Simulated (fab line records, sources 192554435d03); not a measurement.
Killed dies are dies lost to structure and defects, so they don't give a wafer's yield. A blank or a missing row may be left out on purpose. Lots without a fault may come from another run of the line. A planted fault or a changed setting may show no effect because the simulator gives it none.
Which tool did it? | flow n5_finfet | 14 lots, 42 wafers sampled, at 1 step of a route of 1938

WHAT THE GAUGES READ, wafer by wafer
N5_DUMMY_GATE_CD_MEAS_50: target cd 14 nm.
lot  | measured    | on        | cd_nm (nm)
L522 | day 3 02:52 | cd_sem-03 | 13.7 14.2 13.9
L524 | day 3 12:43 | cd_sem-03 | 14.4 14.3 14.1
L528 | day 4 10:33 | cd_sem-02 | 13.9 13.3 13.4
L529 | day 4 15:22 | cd_sem-01 | 13.6 13.9 14.3
L530 | day 4 21:16 | cd_sem-03 | 13.7 13.7 14.7
L531 | day 5 04:58 | cd_sem-02 | 14.7 13.7 14.7
L537 | day 6 20:03 | cd_sem-01 | 13.1 13.3 13.9
L538 | day 6 22:04 | cd_sem-03 | 13.9 13.9 13.8
L539 | day 7 07:46 | cd_sem-01 | 13.9 13.8 13.7
L540 | day 7 11:53 | cd_sem-03 | 14.8 14.5 14.5
L542 | day 7 22:22 | cd_sem-02 | 13.7 13.8 13.3
L543 | day 8 05:37 | cd_sem-03 | 14.1 14.0 14.7
L544 | day 8 10:13 | cd_sem-03 | 13.5 13.9 14.4
L545 | day 8 18:59 | cd_sem-03 | 13.9 13.7 13.7

WHICH TOOL RAN EACH LOT (tool, then ch and the chambers of the sampled wafers, then the start)
The record holds no process step before these readings.

WHAT THE TOOLS THEMSELVES READ (means of the sampled wafers that have a number; where no wafer has one, the mark that the record gives instead)
The record holds no such reading with a usual standard deviation.

THE ANSWER, worked out from the rows above alone
Rule: what is usual is taken from the lots themselves. Put in order of their means at a reading, lots are off if they are a third of the lots or fewer, leave a main group of 4 or more, and stand apart from it by a gap of 3 or more times the standard deviation of the main group's means; of several such gaps the widest counts. A main group whose means are all the same, to the digits that the tables above print for the reading, isn't used. A lot without any number at a reading at which 4 lots or more have one is off too. The other lots that the step has rows for count as sound. The gauges are gone through in route order, then the tools' own readings, and for those a lot's mean is taken as printed above. The first step at which some lot is off is used, and at that step the reading that is off furthest; a lot without a number counts as furthest.
No lot is off at any reading shown: from this, nothing can be told.

WHAT THE SIMULATOR HAD PUT IN
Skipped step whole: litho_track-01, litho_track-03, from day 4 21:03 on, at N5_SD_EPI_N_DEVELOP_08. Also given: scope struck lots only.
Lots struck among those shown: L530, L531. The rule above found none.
